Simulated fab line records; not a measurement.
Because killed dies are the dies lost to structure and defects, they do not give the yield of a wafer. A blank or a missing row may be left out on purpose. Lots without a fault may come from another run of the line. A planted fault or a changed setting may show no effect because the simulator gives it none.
Split-lot experiment    flow n5Finfet    39 wafers read from 7 lots, route of 1938 steps

== SPLIT DETAILS ==
At N5_DUMMY_GATE_ETCH_31 (etches SiO2 in C4F6/O2, target depth 82.5 nm, time 27.5 s), the setting targetDepthA was moved away from the recipe's 825 angstrom on 12 of the 39 wafers read, by -4.1% to +8.4%. The other wafers ran this setting at the recipe's value.

The reading comes from the split's own step.

== THE READING ==
etch.depthNm (the simulator's own value, which no gauge read), in nm, at N5_DUMMY_GATE_ETCH_31 (etches SiO2 in C4F6/O2, target depth 82.5 nm, time 27.5 s). No usual value for it is given in the file. Average 82.16 nm, standard deviation 1 nm, over the 27 wafers here run with the recipe.

wafer   tool, chamber at the split  targetDepthA as run, angstrom  against the recipe  etch.depthNm, nm  against lot-mates on the recipe
L078.1  rieDiel-06, 0               825                            recipe              81.96             -
L078.2  rieDiel-06, 3               856.5                          +3.8%               85.79             +4.96
L078.3  rieDiel-06, 1               825                            recipe              80.32             -
L078.4  rieDiel-06, 2               856.5                          +3.8%               85.65             +4.82
L078.5  rieDiel-06, 1               825                            recipe              80.21             -
L078.6  rieDiel-06, 2               856.5                          +3.8%               85.27             +4.44
L081.1  rieDiel-06, 3               825                            recipe              82.21             -
L081.2  rieDiel-06, 1               825                            recipe              80.72             -
L081.3  rieDiel-06, 0               825                            recipe              81.79             -
L081.4  rieDiel-06, 2               791.3                          -4.1%               78.63             -2.94
L081.5  rieDiel-06, 2               791.3                          -4.1%               78.64             -2.93
L081.6  rieDiel-06, 3               791.3                          -4.1%               79.08             -2.49
L084.1  rieDiel-01, 3               825                            recipe              81.8              -
L084.2  rieDiel-01, 0               825                            recipe              82.6              -
L084.3  rieDiel-01, 2               825                            recipe              82.47             -
L084.4  rieDiel-01, 1               825                            recipe              82.49             -
L084.5  rieDiel-01, 1               825                            recipe              82.79             -
L084.6  rieDiel-01, 0               825                            recipe              82.69             -
L087.1  rieDiel-01, 3               825                            recipe              81.94             -
L087.2  rieDiel-01, 0               879.4                          +6.6%               86.9              +4.69
L087.3  rieDiel-01, 1               825                            recipe              82.43             -
L087.4  rieDiel-01, 3               825                            recipe              82.26             -
L087.5  rieDiel-01, 1               879.4                          +6.6%               87.17             +4.96
L087.6  rieDiel-01, 0               879.4                          +6.6%               87.56             +5.35
L093.1  rieDiel-01, 3               825                            recipe              84.39             -
L093.2  rieDiel-01, 1               894.2                          +8.4%               88.77             +4.87
L093.3  rieDiel-01, 2               825                            recipe              84                -
L093.4  rieDiel-01, 0               894.2                          +8.4%               89.18             +5.28
L093.5  rieDiel-01, 3               825                            recipe              83.3              -
L093.6  rieDiel-01, 2               894.2                          +8.4%               90.74             +6.84
L094.2  rieDiel-03, 3               825                            recipe              83.3              -
L094.3  rieDiel-03, 0               825                            recipe              82.33             -
L094.6  rieDiel-03, 2               825                            recipe              81.36             -
L096.1  rieDiel-03, 0               825                            recipe              81.36             -
L096.2  rieDiel-03, 3               825                            recipe              82.82             -
L096.3  rieDiel-03, 2               825                            recipe              81.01             -
L096.4  rieDiel-03, 0               825                            recipe              81.19             -
L096.5  rieDiel-03, 2               825                            recipe              81.22             -
L096.6  rieDiel-03, 3               825                            recipe              83.26             -

THE FIT
A straight line over all 39 wafers: etch.depthNm changes by +0.842 nm for each +1% of targetDepthA; r = +0.95; the points scatter about the line by 0.93 nm.
The same after taking each lot's own level away (the mean of its wafers on the recipe; 39 wafers): +0.745 nm for each +1%; r = +0.95; scatter 0.82 nm.
That fit puts the effect of the largest move of targetDepthA on the reading at 6.3 nm.
Measured against the standard deviation above, the lots' own levels, which go from 80.830 to 83.897 nm, span 3.0 times it.
So the lot-to-lot level changes the slope: the two fits differ.
Check: for one of the wafers moved furthest among these (+8.4%), held out of the fit, the line's prediction against its lot-mates is +6.67 nm. It came out at +4.87 nm against them.

== FILE'S OWN FIT ==
etch.depthNm changes by +0.758 nm for each +1% of targetDepthA, r = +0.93.
